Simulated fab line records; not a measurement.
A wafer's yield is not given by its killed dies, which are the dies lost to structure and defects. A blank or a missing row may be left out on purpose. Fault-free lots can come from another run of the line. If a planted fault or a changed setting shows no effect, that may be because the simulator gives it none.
Split-lot experiment    flow n5 finfet    7 lots, 21 wafers read, on a route of 1938 steps

## THE SPLIT
At N5_BEOL_M0_SAQP_EXPOSE_37 (exposes mask M0 CUT1, target cd 30 nm), the setting dose mj was moved away from the recipe's 44.75 on 8 of the 21 wafers read, by -6.1% to +6.9%. All remaining wafers had this setting at the recipe value.

## FROM THE SPLIT TO THE READING: what the file shows between them, 2 steps
- N5_BEOL_M0_SAQP_PEB_38: peb time 60 s
- N5_BEOL_M0_SAQP_DEVELOP_39: develop time 30 s

## THE READING
At N5_BEOL_M0_SAQP_CD_MEAS_40: cd nm in nanometres, against a target cd of 30 nm. On this fab line, fault-free wafers typically give 29.99 nm with a standard deviation of 0.24 nm.

wafer   tool, chamber at the split  dose mj as run  against the recipe  cd nm, nm  against lot-mates on the recipe
L074.1  euv scanner-01, 0           44.75           recipe              30.01      -
L074.2  euv scanner-01, 0           44.75           recipe              29.94      -
L074.6  euv scanner-01, 0           44.75           recipe              30.26      -
L076.1  euv scanner-02, 0           44.75           recipe              30.07      -
L076.2  euv scanner-02, 0           44.75           recipe              30.00      -
L076.3  euv scanner-02, 0           44.75           recipe              29.78      -
L082.1  euv scanner-02, 0           44.75           recipe              30.19      -
L082.4  euv scanner-02, 0           44.75           recipe              30.09      -
L082.6  euv scanner-02, 0           44.75           recipe              30.08      -
L087.4  euv scanner-01, 0           42.21           -5.7%               28.77      -1.20
L087.5  euv scanner-01, 0           44.75           recipe              29.97      -
L087.6  euv scanner-01, 0           42.21           -5.7%               28.62      -1.35
L089.1  euv scanner-01, 0           47.41           +5.9%               30.95      no lot-mate on the recipe
L089.2  euv scanner-01, 0           47.41           +5.9%               31.03      no lot-mate on the recipe
L089.4  euv scanner-01, 0           47.41           +5.9%               30.89      no lot-mate on the recipe
L094.1  euv scanner-01, 0           42.02           -6.1%               28.92      -1.41
L094.3  euv scanner-01, 0           44.75           recipe              30.33      -
L094.5  euv scanner-01, 0           42.02           -6.1%               28.46      -1.87
L095.2  euv scanner-01, 0           44.75           recipe              29.51      -
L095.4  euv scanner-01, 0           44.75           recipe              29.54      -
L095.6  euv scanner-01, 0           47.86           +6.9%               30.92      +1.40

THE FIT
A straight line over all 21 wafers: cd nm changes by +0.185 nm for each +1% of dose mj; r = +0.95; the points scatter about the line by 0.24 nm.
The same after taking each lot's own level away (the mean of its wafers on the recipe; 18 wafers): +0.233 nm for each +1%; r = +0.98; scatter 0.15 nm.
That fit puts the effect of the largest move of dose mj on the reading at 1.6 nm.
Across the lots, their own levels run from 29.525 to 30.330 nm, a range of 3.4 times the standard deviation given above.
Thus the slope moves with the lot-to-lot level: the two fits are different.
Check: +1.73 nm against its lot-mates is what the line predicts for one of the wafers moved furthest among these (+6.9%) when that wafer is left out of the fit. It came out at +1.4 nm against them.

## THE WHOLE CHAIN: every reading that the file lists as answering this split, in the file's order
step                        what it does                                            reading                                                              change (the file's fit)                r (the file's)
N5_BEOL_M0_SAQP_CD_MEAS_40  target cd 30 nm                                         cd nm                                                                +0.228 nm for each +1% of the setting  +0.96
N5_BEOL_M0_SAQP_DESCUM_45   chemistry O2, time 7 s                                  BEOL_M0_SAQP.cd nm (the simulator's own value, which no gauge read)  +0.212 nm for each +1% of the setting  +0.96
N5_BEOL_M0_SAQP_ETCH_73     etches SiARC in CF4, target depth 19.5 nm, time 32.5 s  BEOL_M0_SAQP.cd nm (the simulator's own value, which no gauge read)  +0.203 nm for each +1% of the setting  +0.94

## FILE'S OWN FIT
cd nm changes by +0.228 nm for each +1% of dose mj, r = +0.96.
